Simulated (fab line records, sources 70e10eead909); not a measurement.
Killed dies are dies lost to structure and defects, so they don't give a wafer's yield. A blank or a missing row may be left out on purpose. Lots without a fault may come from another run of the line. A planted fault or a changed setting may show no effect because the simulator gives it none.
Chamber matching | flow nand_harc | NHARC_A_CONTACT_CMP_20 on cmp-04: 4 sister chambers
The step polishes, t overpolish 30 s, target thk 300 nm. 4 wafers are shown with their chamber, then 9 later ones without.

WAFERS WITH THEIR CHAMBER
wafer  | chamber | motor_current_A (A)
L077.1 | 3       | 12.3
L078.2 | 0       | 12.6
L089.5 | 1       | 14.2
L089.6 | 2       | 13.7

WAFERS WITHOUT THEIR CHAMBER
wafer  | motor_current_A (A)
L091.1 | 14.4
L091.4 | 12.2
L091.5 | 14.2
L092.1 | 12.9
L092.3 | 12.5
L092.5 | 13.8
L093.3 | 14.3
L093.5 | 13.9
L093.6 | 13.3

WHICH CHAMBER EACH WENT THROUGH
wafer  | from the rows above     | in truth
L091.1 | 1                       | 1
L091.4 | can't be placed: 3 or 0 | 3
L091.5 | 1                       | 1
L092.1 | can't be placed: 0 or 3 | 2
L092.3 | can't be placed: 0 or 3 | 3
L092.5 | can't be placed: 2 or 1 | 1
L093.3 | 1                       | 1
L093.5 | can't be placed: 2 or 1 | 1
L093.6 | can't be placed: 2 or 0 | 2
Placed correctly: 3 of 9. Can't be placed from these rows: 6 (the true chamber is among the candidates in 5). Placed wrongly: 0.
How it was worked out, from the rows above alone: a wafer's distance from a chamber is the root of the sum, over the readings, of the square of ((its reading less the chamber's mean) divided by the reading's scatter). The wafer belongs to the nearest chamber; if the next one is less than 2 further off, it can't be placed. A chamber's mean is the mean of its shown wafers. The scatter: with one shown wafer a chamber, the root of the mean of the squares of how far each hidden wafer lies from its nearest shown one.
